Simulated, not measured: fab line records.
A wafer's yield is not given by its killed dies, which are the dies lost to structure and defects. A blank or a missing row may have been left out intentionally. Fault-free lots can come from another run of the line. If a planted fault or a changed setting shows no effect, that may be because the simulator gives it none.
The tool behind it: which one? ; flow nand-harc ; 12 lots, 36 wafers sampled, at 2 steps of a route of 1159

## WHAT EACH GAUGE READ, for each wafer
NHARC_P_CONTACT_INSPECT_27.
lot;measured;on;raw-defect-count
L074;day 6 05:15;defect-inspect-02;188 220 200
L076;day 6 15:06;defect-inspect-01;373 287 263
L079;day 7 02:02;defect-inspect-02;290 205 347
L081;day 7 10:24;defect-inspect-01;105 125 275
L084;day 8 04:42;defect-inspect-01;413 800 457
L087;day 9 01:50;defect-inspect-01;135 234 186
L086;day 9 02:16;defect-inspect-02;244 158 205
L089;day 10 00:38;defect-inspect-01;324 417 570
L091;day 10 01:49;defect-inspect-02;229 452 392
L092;day 10 09:27;defect-inspect-02;203 180 305
L095;day 10 21:49;defect-inspect-01;336 363 135
L097;day 11 11:52;defect-inspect-02;290 264 147

## EACH LOT AND THE TOOL THAT RAN IT (in order: tool; ch and the chambers of the sampled wafers; start)
lot;NHARC_P_CONTACT_CVD_23
L074;cvd-w-02 ch 0,1, day 6 05:15 or earlier
L076;cvd-w-02 ch 0,1, day 6 15:06 or earlier
L079;cvd-w-01 ch 0,1, day 7 02:02 or earlier
L081;cvd-w-02 ch 0,1, day 7 10:24 or earlier
L084;cvd-w-02 ch 0, day 8 04:42 or earlier
L087;cvd-w-02 ch 1, day 9 01:50 or earlier
L086;cvd-w-01 ch 0,1, day 9 02:16 or earlier
L089;cvd-w-01 ch 0,1, day 10 00:38 or earlier
L091;cvd-w-02 ch 0,1, day 10 01:49 or earlier
L092;cvd-w-02 ch 0,1, day 10 09:27 or earlier
L095;cvd-w-02 ch 0, day 10 21:49 or earlier
L097;cvd-w-01 ch 0,1, day 11 11:52 or earlier
- NHARC_P_CONTACT_CVD_23: deposits W, target thk 200 nm, time 557 s.

## THE ANSWER, worked out from the rows above alone
Rule: the lots themselves supply what counts as usual. The widest of any qualifying gaps counts: lots, ordered by their means at a reading, are off when they make up no more than a third of the lots, leave a main group of 4 or more, and stand apart from it by 3 or more times the standard deviation of that group's means. If all means in a main group match to the digits the tables above print for the reading, that group is not used. Also off: a lot with no number at a reading for which 4 or more lots have one. All remaining lots with rows at the step are treated as sound.
Nothing can be told from this: no lot is off at any reading shown.

## WHAT THE SIMULATOR HAD INSERTED
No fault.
